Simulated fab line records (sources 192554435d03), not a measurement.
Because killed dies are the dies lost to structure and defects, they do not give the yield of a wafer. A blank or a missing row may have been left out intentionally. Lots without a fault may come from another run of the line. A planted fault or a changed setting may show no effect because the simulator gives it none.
fab line records :: flow n5_finfet
[record]
  lots = 12
  wafers = 34
  last_day = 18
route steps=1938 shown BEOL_M10@1535 BEOL_M11@1568 PASSIVATION@1936
lots with no fault: from the same line, run without faults
start_h: the number of hours between the record's first day and the start of the first shown wafer of the lot :: wait_h: time in hours since the lot's previous step :: " unchanged from the row above :: L1.1+2: several wafers, shown together as one row :: - no value, or no start was given :: * or withheld: withheld :: < > ~ a bound
route shown NAME@n: NAME is a module with steps in the file, n the number in the route of the first one :: usual: mean/standard deviation taken from wafers without a fault :: same: alike in all rows :: chamber/n: place in a boat :: sites: readings site by site :: _std_site: standard deviation of those values :: _edge_site: inner sites' mean taken away from outer sites' mean :: radius_mm: how far each site lies from the wafer's centre :: mask NAME#n: copy n :: behind: tool/chamber where the wafer was last shaped :: hold: reason for holding the lot/hours on hold/outcome of the hold :: device: whichever transistor did not switch (one of n, p or np) :: end of line: the tests these same wafers got at the end of their route :: step lacking rows: just its recipe :: killed: dies that structure and defects cost at the first sort, which is not the same as the wafer's yield :: map: a wafer's dies, marking killed ones x, the rest . and places with no die _
set.NAME: setting as actually run; set.NAME@STEP: the setting as run at that earlier step :: model.NAME: the simulator's own value behind a step, which no gauge read
the route's steps for a sample of lots (tables are steps, rows are wafers)
services: a tool's chamber out of use, with start hour (start_h, from the record's first day; less than 0 if before it), hours out, and reason
[[steps]]
[step N5_BEOL_M10_INSPECT_58]
[recipe]
  inspect_instrument = darkfield
  mode = post_dep
[usual]
  raw_defect_count = 69/25
lot.wafer: L534.3
tool: defect_inspect-01
chamber: -
start_h: 215.36
wait_h: 0.0
raw_defect_count: 93

lot.wafer: L534.4
tool: defect_inspect-01
chamber: -
start_h: 215.36
wait_h: 0.0
raw_defect_count: 77

lot.wafer: L534.6
tool: defect_inspect-01
chamber: -
start_h: 215.36
wait_h: 0.0
raw_defect_count: 64

lot.wafer: L533.2
tool: defect_inspect-01
chamber: -
start_h: 230.90
wait_h: 0.0
raw_defect_count: 54

lot.wafer: L533.5
tool: defect_inspect-01
chamber: -
start_h: 230.90
wait_h: 0.0
raw_defect_count: 45

lot.wafer: L533.6
tool: defect_inspect-01
chamber: -
start_h: 230.90
wait_h: 0.0
raw_defect_count: 86

lot.wafer: L535.1
tool: defect_inspect-02
chamber: -
start_h: 232.80
wait_h: 0.0
raw_defect_count: 85

lot.wafer: L535.3
tool: defect_inspect-02
chamber: -
start_h: 232.80
wait_h: 0.0
raw_defect_count: 65

lot.wafer: L535.5
tool: defect_inspect-02
chamber: -
start_h: 232.80
wait_h: 0.0
raw_defect_count: 76

lot.wafer: L538.3
tool: defect_inspect-01
chamber: -
start_h: 243.35
wait_h: 0.0
raw_defect_count: 98

lot.wafer: L538.6
tool: defect_inspect-01
chamber: -
start_h: 243.35
wait_h: 0.0
raw_defect_count: 127

lot.wafer: L537.1
tool: defect_inspect-01
chamber: -
start_h: 244.20
wait_h: 0.0
raw_defect_count: 92

lot.wafer: L537.5
tool: defect_inspect-01
chamber: -
start_h: 244.20
wait_h: 0.0
raw_defect_count: 101

lot.wafer: L537.6
tool: defect_inspect-01
chamber: -
start_h: 244.20
wait_h: 0.0
raw_defect_count: 133

lot.wafer: L543.2
tool: defect_inspect-01
chamber: -
start_h: 281.01
wait_h: 0.0
raw_defect_count: 41

lot.wafer: L543.3
tool: defect_inspect-01
chamber: -
start_h: 281.01
wait_h: 0.0
raw_defect_count: 63

lot.wafer: L548.1
tool: defect_inspect-01
chamber: -
start_h: 317.70
wait_h: 0.0
raw_defect_count: 82

lot.wafer: L548.4
tool: defect_inspect-01
chamber: -
start_h: 317.70
wait_h: 0.0
raw_defect_count: 72

lot.wafer: L548.6
tool: defect_inspect-01
chamber: -
start_h: 317.70
wait_h: 0.0
raw_defect_count: 89

lot.wafer: L553.1
tool: defect_inspect-02
chamber: -
start_h: 342.10
wait_h: 0.0
raw_defect_count: 48

lot.wafer: L553.4
tool: defect_inspect-02
chamber: -
start_h: 342.10
wait_h: 0.0
raw_defect_count: 51

lot.wafer: L553.5
tool: defect_inspect-02
chamber: -
start_h: 342.10
wait_h: 0.0
raw_defect_count: 40

lot.wafer: L551.4
tool: defect_inspect-01
chamber: -
start_h: 343.39
wait_h: 0.0
raw_defect_count: 71

lot.wafer: L551.5
tool: defect_inspect-01
chamber: -
start_h: 343.39
wait_h: 0.0
raw_defect_count: 29

lot.wafer: L551.6
tool: defect_inspect-01
chamber: -
start_h: 343.39
wait_h: 0.0
raw_defect_count: 71

lot.wafer: L554.1
tool: defect_inspect-02
chamber: -
start_h: 348.27
wait_h: 0.0
raw_defect_count: 86

lot.wafer: L554.3
tool: defect_inspect-02
chamber: -
start_h: 348.27
wait_h: 0.0
raw_defect_count: 98

lot.wafer: L554.4
tool: defect_inspect-02
chamber: -
start_h: 348.27
wait_h: 0.0
raw_defect_count: 80

lot.wafer: L555.3
tool: defect_inspect-01
chamber: -
start_h: 356.80
wait_h: 0.0
raw_defect_count: 131

lot.wafer: L555.4
tool: defect_inspect-01
chamber: -
start_h: 356.80
wait_h: 0.0
raw_defect_count: 99

lot.wafer: L555.6
tool: defect_inspect-01
chamber: -
start_h: 356.80
wait_h: 0.0
raw_defect_count: 77

lot.wafer: L556.2
tool: defect_inspect-01
chamber: -
start_h: 362.32
wait_h: 0.0
raw_defect_count: 41

lot.wafer: L556.3
tool: defect_inspect-01
chamber: -
start_h: 362.32
wait_h: 0.0
raw_defect_count: 62

lot.wafer: L556.5
tool: defect_inspect-01
chamber: -
start_h: 362.32
wait_h: 0.0
raw_defect_count: 52
[step N5_BEOL_M11_CD_MEAS_28]
[recipe]
  target_cd_nm = 70
  landing_energy_ev = 500
  detector = se_inlens
  polarity = opening
[usual]
  cd_nm = 70.2/0.97
lot.wafer: L534.3
tool: cd_sem-01
chamber: 0
start_h: 219.80
wait_h: -
cd_nm: 70.1

lot.wafer: L534.4
tool: cd_sem-01
chamber: 0
start_h: 219.80
wait_h: -
cd_nm: 69.3

lot.wafer: L534.6
tool: cd_sem-01
chamber: 0
start_h: 219.80
wait_h: -
cd_nm: 70.4

lot.wafer: L533.2
tool: cd_sem-01
chamber: 0
start_h: 234.70
wait_h: -
cd_nm: 69.7

lot.wafer: L533.5
tool: cd_sem-01
chamber: 0
start_h: 234.70
wait_h: -
cd_nm: 70.4

lot.wafer: L533.6
tool: cd_sem-01
chamber: 0
start_h: 234.70
wait_h: -
cd_nm: 70.6

lot.wafer: L535.1
tool: cd_sem-03
chamber: 0
start_h: 236.97
wait_h: -
cd_nm: 69.3

lot.wafer: L535.3
tool: cd_sem-03
chamber: 0
start_h: 236.97
wait_h: -
cd_nm: 69.8

lot.wafer: L535.5
tool: cd_sem-03
chamber: 0
start_h: 236.97
wait_h: -
cd_nm: 70.0

lot.wafer: L538.3
tool: cd_sem-01
chamber: 0
start_h: 246.53
wait_h: -
cd_nm: 70.2

lot.wafer: L538.6
tool: cd_sem-01
chamber: 0
start_h: 246.53
wait_h: -
cd_nm: 69.6

lot.wafer: L537.1
tool: cd_sem-01
chamber: 0
start_h: 248.53
wait_h: -
cd_nm: 70.0

lot.wafer: L537.5
tool: cd_sem-01
chamber: 0
start_h: 248.53
wait_h: -
cd_nm: 69.9

lot.wafer: L537.6
tool: cd_sem-01
chamber: 0
start_h: 248.53
wait_h: -
cd_nm: 69.7

lot.wafer: L543.2
tool: cd_sem-01
chamber: 0
start_h: 286.38
wait_h: -
cd_nm: 70.0

lot.wafer: L543.3
tool: cd_sem-01
chamber: 0
start_h: 286.38
wait_h: -
cd_nm: 69.5

lot.wafer: L548.1
tool: cd_sem-02
chamber: 0
start_h: 322.67
wait_h: -
cd_nm: 69.0

lot.wafer: L548.4
tool: cd_sem-02
chamber: 0
start_h: 322.67
wait_h: -
cd_nm: 70.1

lot.wafer: L548.6
tool: cd_sem-02
chamber: 0
start_h: 322.67
wait_h: -
cd_nm: 69.4

lot.wafer: L553.1
tool: cd_sem-02
chamber: 0
start_h: 346.82
wait_h: -
cd_nm: 70.1

lot.wafer: L553.4
tool: cd_sem-02
chamber: 0
start_h: 346.82
wait_h: -
cd_nm: 69.0

lot.wafer: L553.5
tool: cd_sem-02
chamber: 0
start_h: 346.82
wait_h: -
cd_nm: 69.6

lot.wafer: L551.4
tool: cd_sem-01
chamber: 0
start_h: 347.32
wait_h: -
cd_nm: 70.2

lot.wafer: L551.5
tool: cd_sem-01
chamber: 0
start_h: 347.32
wait_h: -
cd_nm: 69.8

lot.wafer: L551.6
tool: cd_sem-01
chamber: 0
start_h: 347.32
wait_h: -
cd_nm: 69.9

lot.wafer: L554.1
tool: cd_sem-01
chamber: 0
start_h: 351.04
wait_h: -
cd_nm: 69.6

lot.wafer: L554.3
tool: cd_sem-01
chamber: 0
start_h: 351.04
wait_h: -
cd_nm: 69.6

lot.wafer: L554.4
tool: cd_sem-01
chamber: 0
start_h: 351.04
wait_h: -
cd_nm: 70.1

lot.wafer: L555.3
tool: cd_sem-02
chamber: 0
start_h: 359.74
wait_h: -
cd_nm: 70.4

lot.wafer: L555.4
tool: cd_sem-02
chamber: 0
start_h: 359.74
wait_h: -
cd_nm: 70.8

lot.wafer: L555.6
tool: cd_sem-02
chamber: 0
start_h: 359.74
wait_h: -
cd_nm: 69.8

lot.wafer: L556.2
tool: cd_sem-03
chamber: 0
start_h: 379.37
wait_h: -
cd_nm: 72.0

lot.wafer: L556.3
tool: cd_sem-03
chamber: 0
start_h: 379.37
wait_h: -
cd_nm: 69.9

lot.wafer: L556.5
tool: cd_sem-03
chamber: 0
start_h: 379.37
wait_h: -
cd_nm: 70.6
[step N5_BEOL_M11_CURE_72]
[recipe]
  temp_c = 370
  time_s = 120
  ambient = DMADMS/He
  material = SiCOH_lowk
[usual]
  lamp_power_pct = 52.32/0.053
  wafer_temp_C_max = 371.5/0.63
lot.wafer: L534.3
tool: uv_cure-03
chamber: 2
start_h: 221.03
wait_h: 0.1
lamp_power_pct: 52.29
wafer_temp_C_max: 371.7

lot.wafer: L534.4
tool: uv_cure-03
chamber: 2
start_h: 221.03
wait_h: 0.1
lamp_power_pct: 52.32
wafer_temp_C_max: 371.7

lot.wafer: L534.6
tool: uv_cure-03
chamber: 2
start_h: 221.03
wait_h: 0.1
lamp_power_pct: 52.18
wafer_temp_C_max: 371.3

lot.wafer: L533.2
tool: uv_cure-03
chamber: 1
start_h: 235.53
wait_h: 0.1
lamp_power_pct: 52.34
wafer_temp_C_max: 371.8

lot.wafer: L533.5
tool: uv_cure-03
chamber: 1
start_h: 235.53
wait_h: 0.1
lamp_power_pct: 52.43
wafer_temp_C_max: 372.3

lot.wafer: L533.6
tool: uv_cure-03
chamber: 1
start_h: 235.53
wait_h: 0.1
lamp_power_pct: 52.44
wafer_temp_C_max: 372.5

lot.wafer: L535.1
tool: uv_cure-02
chamber: 2
start_h: 237.89
wait_h: 0.2
lamp_power_pct: 52.30
wafer_temp_C_max: 371.3

lot.wafer: L535.3
tool: uv_cure-02
chamber: 2
start_h: 237.89
wait_h: 0.2
lamp_power_pct: 52.34
wafer_temp_C_max: 371.6

lot.wafer: L535.5
tool: uv_cure-02
chamber: 2
start_h: 237.89
wait_h: 0.2
lamp_power_pct: 52.30
wafer_temp_C_max: 371.0

lot.wafer: L538.3
tool: uv_cure-02
chamber: 0
start_h: 247.47
wait_h: 0.1
lamp_power_pct: 52.32
wafer_temp_C_max: 371.1

lot.wafer: L538.6
tool: uv_cure-02
chamber: 0
start_h: 247.47
wait_h: 0.1
lamp_power_pct: 52.36
wafer_temp_C_max: 370.9

lot.wafer: L537.1
tool: uv_cure-03
chamber: 2
start_h: 249.36
wait_h: 0.0
lamp_power_pct: 52.35
wafer_temp_C_max: 372.1

lot.wafer: L537.5
tool: uv_cure-03
chamber: 2
start_h: 249.36
wait_h: 0.0
lamp_power_pct: 52.35
wafer_temp_C_max: 371.9

lot.wafer: L537.6
tool: uv_cure-03
chamber: 2
start_h: 249.36
wait_h: 0.0
lamp_power_pct: 52.18
wafer_temp_C_max: 371.9

lot.wafer: L543.2
tool: uv_cure-03
chamber: 0
start_h: 287.20
wait_h: 0.1
lamp_power_pct: 52.28
wafer_temp_C_max: 371.3

lot.wafer: L543.3
tool: uv_cure-03
chamber: 0
start_h: 287.20
wait_h: 0.1
lamp_power_pct: 52.23
wafer_temp_C_max: 371.1

lot.wafer: L548.1
tool: uv_cure-01
chamber: 1
start_h: 323.46
wait_h: 0.0
lamp_power_pct: 52.28
wafer_temp_C_max: 371.0

lot.wafer: L548.4
tool: uv_cure-01
chamber: 1
start_h: 323.46
wait_h: 0.0
lamp_power_pct: 52.27
wafer_temp_C_max: 371.2

lot.wafer: L548.6
tool: uv_cure-01
chamber: 1
start_h: 323.46
wait_h: 0.0
lamp_power_pct: 52.31
wafer_temp_C_max: 370.9

lot.wafer: L553.1
tool: uv_cure-01
chamber: 1
start_h: 347.60
wait_h: 0.0
lamp_power_pct: 52.36
wafer_temp_C_max: 370.8

lot.wafer: L553.4
tool: uv_cure-01
chamber: 1
start_h: 347.60
wait_h: 0.0
lamp_power_pct: 52.33
wafer_temp_C_max: 370.9

lot.wafer: L553.5
tool: uv_cure-01
chamber: 1
start_h: 347.60
wait_h: 0.0
lamp_power_pct: 52.29
wafer_temp_C_max: 371.1

lot.wafer: L551.4
tool: uv_cure-02
chamber: 1
start_h: 348.43
wait_h: 0.2
lamp_power_pct: 52.24
wafer_temp_C_max: 370.8

lot.wafer: L551.5
tool: uv_cure-02
chamber: 1
start_h: 348.43
wait_h: 0.2
lamp_power_pct: 52.34
wafer_temp_C_max: 370.9

lot.wafer: L551.6
tool: uv_cure-02
chamber: 1
start_h: 348.43
wait_h: 0.2
lamp_power_pct: 52.31
wafer_temp_C_max: 370.9

lot.wafer: L554.1
tool: uv_cure-03
chamber: 0
start_h: 351.94
wait_h: 0.2
lamp_power_pct: 52.33
wafer_temp_C_max: 372.6

lot.wafer: L554.3
tool: uv_cure-03
chamber: 0
start_h: 351.94
wait_h: 0.2
lamp_power_pct: 52.33
wafer_temp_C_max: 371.6

lot.wafer: L554.4
tool: uv_cure-03
chamber: 0
start_h: 351.94
wait_h: 0.2
lamp_power_pct: 52.22
wafer_temp_C_max: 371.5

lot.wafer: L555.3
tool: uv_cure-01
chamber: 0
start_h: 360.61
wait_h: 0.1
lamp_power_pct: 52.30
wafer_temp_C_max: 372.8

lot.wafer: L555.4
tool: uv_cure-01
chamber: 0
start_h: 360.61
wait_h: 0.1
lamp_power_pct: 52.27
wafer_temp_C_max: 372.3

lot.wafer: L555.6
tool: uv_cure-01
chamber: 0
start_h: 360.61
wait_h: 0.1
lamp_power_pct: 52.33
wafer_temp_C_max: 372.1

lot.wafer: L556.2
tool: uv_cure-01
chamber: 2
start_h: 380.19
wait_h: 0.1
lamp_power_pct: 52.36
wafer_temp_C_max: 372.5

lot.wafer: L556.3
tool: uv_cure-01
chamber: 2
start_h: 380.19
wait_h: 0.1
lamp_power_pct: 52.25
wafer_temp_C_max: 372.4

lot.wafer: L556.5
tool: uv_cure-01
chamber: 2
start_h: 380.19
wait_h: 0.1
lamp_power_pct: 52.41
wafer_temp_C_max: 373.1
[step N5_BEOL_M11_ALD_74]
[recipe]
  material = TaN
  target_thk_a = 20
  temp_c = 275
  ald_precursor_family = PDMAT
  ald_co_reactant = NH3
  pressure_torr = 3
  carrier_flow_sccm = 1500
  pulse_time_s = 2
  purge_time_s = 3
  co_reactant_purge_time_s = 2
  co_reactant_pulse_time_s = 3
  ald_cycles = 40
  precursor_vessel_temp_c = 75
  precursor_vessel_pressure_torr = 26.25
  precursor_vessel_carrier_sccm = 1000
[usual]
  ald_cycles = 40/0
  heater_power_w = 427/59
lot.wafer: L534.3
tool: ald_metal-01
chamber: 3
start_h: 221.38
wait_h: 0.1
ald_cycles: 40
heater_power_w: 469

lot.wafer: L534.4
tool: ald_metal-01
chamber: 1
start_h: 221.38
wait_h: 0.1
ald_cycles: 40
heater_power_w: 531

lot.wafer: L534.6
tool: ald_metal-01
chamber: 3
start_h: 221.38
wait_h: 0.1
ald_cycles: 40
heater_power_w: 466

lot.wafer: L533.2
tool: ald_metal-03
chamber: 3
start_h: 236.03
wait_h: 0.0
ald_cycles: 40
heater_power_w: 473

lot.wafer: L533.5
tool: ald_metal-03
chamber: 2
start_h: 236.03
wait_h: 0.0
ald_cycles: 40
heater_power_w: 389

lot.wafer: L533.6
tool: ald_metal-03
chamber: 3
start_h: 236.03
wait_h: 0.0
ald_cycles: 40
heater_power_w: 455

lot.wafer: L535.1
tool: ald_metal-01
chamber: 2
start_h: 238.77
wait_h: 0.0
ald_cycles: 40
heater_power_w: 398

lot.wafer: L535.3
tool: ald_metal-01
chamber: 1
start_h: 238.77
wait_h: 0.0
ald_cycles: 40
heater_power_w: 534

lot.wafer: L535.5
tool: ald_metal-01
chamber: 1
start_h: 238.77
wait_h: 0.0
ald_cycles: 40
heater_power_w: 532

lot.wafer: L538.3
tool: ald_metal-01
chamber: 0
start_h: 249.49
wait_h: 0.1
ald_cycles: 37
heater_power_w: 337

lot.wafer: L538.6
tool: ald_metal-01
chamber: 0
start_h: 249.49
wait_h: 0.1
ald_cycles: 37
heater_power_w: 336

lot.wafer: L537.1
tool: ald_metal-01
chamber: 3
start_h: 249.81
wait_h: 0.0
ald_cycles: 40
heater_power_w: 450

lot.wafer: L537.5
tool: ald_metal-01
chamber: 0
start_h: 249.81
wait_h: 0.0
ald_cycles: 40
heater_power_w: 333

lot.wafer: L537.6
tool: ald_metal-01
chamber: 3
start_h: 249.81
wait_h: 0.0
ald_cycles: 37
heater_power_w: 468

lot.wafer: L543.2
tool: ald_metal-01
chamber: 2
start_h: 288.43
wait_h: 0.0
ald_cycles: 40
heater_power_w: 404

lot.wafer: L543.3
tool: ald_metal-01
chamber: 1
start_h: 288.43
wait_h: 0.0
ald_cycles: 37
heater_power_w: 526

lot.wafer: L548.1
tool: ald_metal-02
chamber: 2
start_h: 323.96
wait_h: 0.1
ald_cycles: 40
heater_power_w: 458

lot.wafer: L548.4
tool: ald_metal-02
chamber: 0
start_h: 323.96
wait_h: 0.1
ald_cycles: 40
heater_power_w: 466

lot.wafer: L548.6
tool: ald_metal-02
chamber: 1
start_h: 323.96
wait_h: 0.1
ald_cycles: 40
heater_power_w: 355

lot.wafer: L553.1
tool: ald_metal-03
chamber: 3
start_h: 348.39
wait_h: 0.0
ald_cycles: 40
heater_power_w: 464

lot.wafer: L553.4
tool: ald_metal-03
chamber: 3
start_h: 348.39
wait_h: 0.0
ald_cycles: 40
heater_power_w: 463

lot.wafer: L553.5
tool: ald_metal-03
chamber: 0
start_h: 348.39
wait_h: 0.0
ald_cycles: 40
heater_power_w: 403

lot.wafer: L551.4
tool: ald_metal-02
chamber: 0
start_h: 348.79
wait_h: 0.0
ald_cycles: 40
heater_power_w: 480

lot.wafer: L551.5
tool: ald_metal-02
chamber: 1
start_h: 348.79
wait_h: 0.0
ald_cycles: 40
heater_power_w: 358

lot.wafer: L551.6
tool: ald_metal-02
chamber: 2
start_h: 348.79
wait_h: 0.0
ald_cycles: 40
heater_power_w: 443

lot.wafer: L554.1
tool: ald_metal-01
chamber: 2
start_h: 352.44
wait_h: 0.1
ald_cycles: 40
heater_power_w: 411

lot.wafer: L554.3
tool: ald_metal-01
chamber: 1
start_h: 352.44
wait_h: 0.1
ald_cycles: 40
heater_power_w: 542

lot.wafer: L554.4
tool: ald_metal-01
chamber: 0
start_h: 352.44
wait_h: 0.1
ald_cycles: 40
heater_power_w: 332

lot.wafer: L555.3
tool: ald_metal-01
chamber: 1
start_h: 361.18
wait_h: 0.0
ald_cycles: 40
heater_power_w: 548

lot.wafer: L555.4
tool: ald_metal-01
chamber: 3
start_h: 361.18
wait_h: 0.0
ald_cycles: 40
heater_power_w: 458

lot.wafer: L555.6
tool: ald_metal-01
chamber: 0
start_h: 361.18
wait_h: 0.0
ald_cycles: 40
heater_power_w: 336

lot.wafer: L556.2
tool: ald_metal-02
chamber: 3
start_h: 381.06
wait_h: 0.2
ald_cycles: 40
heater_power_w: 405

lot.wafer: L556.3
tool: ald_metal-02
chamber: 2
start_h: 381.06
wait_h: 0.2
ald_cycles: 40
heater_power_w: 452

lot.wafer: L556.5
tool: ald_metal-02
chamber: 3
start_h: 381.06
wait_h: 0.2
ald_cycles: 40
heater_power_w: 409
[step N5_PASSIVATION_PROBE_49]
[usual]
  defect_limited_yield = 91.2/1.6
  killed_at_M0_to_M3 = 34/11
  killed_at_M4_up = 14/5.7
  killed_at_contacts = 14/6.6
  killed_at_front_end = 37/10
  killed_at_other = 4/3.2
  killed_dies = 104/19
  killed_open = 69/13
  killed_short = 33/8.7
  sort_bin_5_function = 5.1/1
  sort_bin_6_memory = 3.3/0.76
  sort_bin_8_speed = 0.00/0.016
  sort_n_pass = 1076/19
  sort_yield_pct = 91.2/1.6
[same]
  gross_dies = 1180
  killed_at_back_side = 0
  sort_bin_4_leakage[%] = 0
lot.wafer: L543.2
tool: prober-01
chamber: -
start_h: 326.32
wait_h: 0.1
defect_limited_yield[%]: 92.0
killed_at_M0_to_M3: 32
killed_at_M4_up: 13
killed_at_contacts: 17
killed_at_front_end: 29
killed_at_other: 3
killed_dies: 94
killed_open: 63
killed_short: 28
sort_bin_5_function[%]: 3.8
sort_bin_6_memory[%]: 4.0
sort_bin_8_speed[%]: 0
sort_n_pass: 1086
sort_yield_pct[%]: 92.0
// killed by level:class
L543.2 MOL_CONTACT_COAG:geometric_particle:open=15 BEOL_M0_SAQP:geometric_particle:open=9 BEOL_M0_SAQP:geometric_particle:short=8 FIN_SAQP:geometric_particle:open=7 BEOL_M4:geometric_particle:open=7 BEOL_M1:geometric_particle:short=5 DUMMY_GATE:geometric_particle:open=5 FIN_SAQP:geometric_particle:short=4
[[services]]
tool: ald_metal-01
chamber: 0
start_h: 213.13
hours: 14.7
kind: repair

tool: ald_metal-02
chamber: 3
start_h: 213.92
hours: 3.1
kind: repair

tool: uv_cure-01
chamber: -
start_h: 227.97
hours: 28.1
kind: pm

tool: uv_cure-03
chamber: -
start_h: 246.60
hours: 2.1
kind: pm

tool: uv_cure-03
chamber: -
start_h: 255.96
hours: 7.5
kind: pm

tool: ald_metal-01
chamber: -
start_h: 256.01
hours: 8.7
kind: pm

tool: uv_cure-02
chamber: -
start_h: 270.70
hours: 6.3
kind: repair

tool: uv_cure-01
chamber: -
start_h: 298.67
hours: 7.1
kind: pm

tool: uv_cure-01
chamber: -
start_h: 305.97
hours: 4.1
kind: repair

tool: uv_cure-02
chamber: -
start_h: 310.48
hours: 1.0
kind: pm

tool: uv_cure-03
chamber: -
start_h: 330.67
hours: 7.5
kind: pm

tool: ald_metal-03
chamber: -
start_h: 335.62
hours: 8.7
kind: pm

tool: uv_cure-02
chamber: -
start_h: 339.23
hours: 7.5
kind: pm

tool: uv_cure-01
chamber: -
start_h: 345.01
hours: 0.4
kind: repair

tool: ald_metal-03
chamber: 2
start_h: 345.14
hours: 10.6
kind: repair

tool: uv_cure-03
chamber: -
start_h: 359.57
hours: 2.8
kind: pm

tool: uv_cure-02
chamber: -
start_h: 367.83
hours: 2.4
kind: repair

tool: ald_metal-01
chamber: -
start_h: 378.35
hours: 0.9
kind: repair
[[key]]
[first_sign]
  step = N5_BEOL_M11_ALD_74
  reading = ald_cycles
  direction = down
  sigmas = 99+
  usual = *
  struck = *
effect none on later readings
met_at N5_BEOL_M11_ALD_74
struck_lots L537,L538,L543
struck_wafers L537.6,L538.3,L538.6,L543.3
not_acting_at N5_BEOL_M10_INSPECT_58,N5_BEOL_M11_CD_MEAS_28,N5_BEOL_M11_CURE_72
onset_between 238.77 249.49
[fault]
  kind = process_parameter_drift
  tool = ald_metal-01
  chamber = -
  onset_h = 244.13
  steps = N5_BEOL_M11_ALD_74
  channel = ald_cycles
  offset = *
  shape = step
  end_h = 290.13
  scope = struck_wafers_only
  acts_in = *
  stated = *
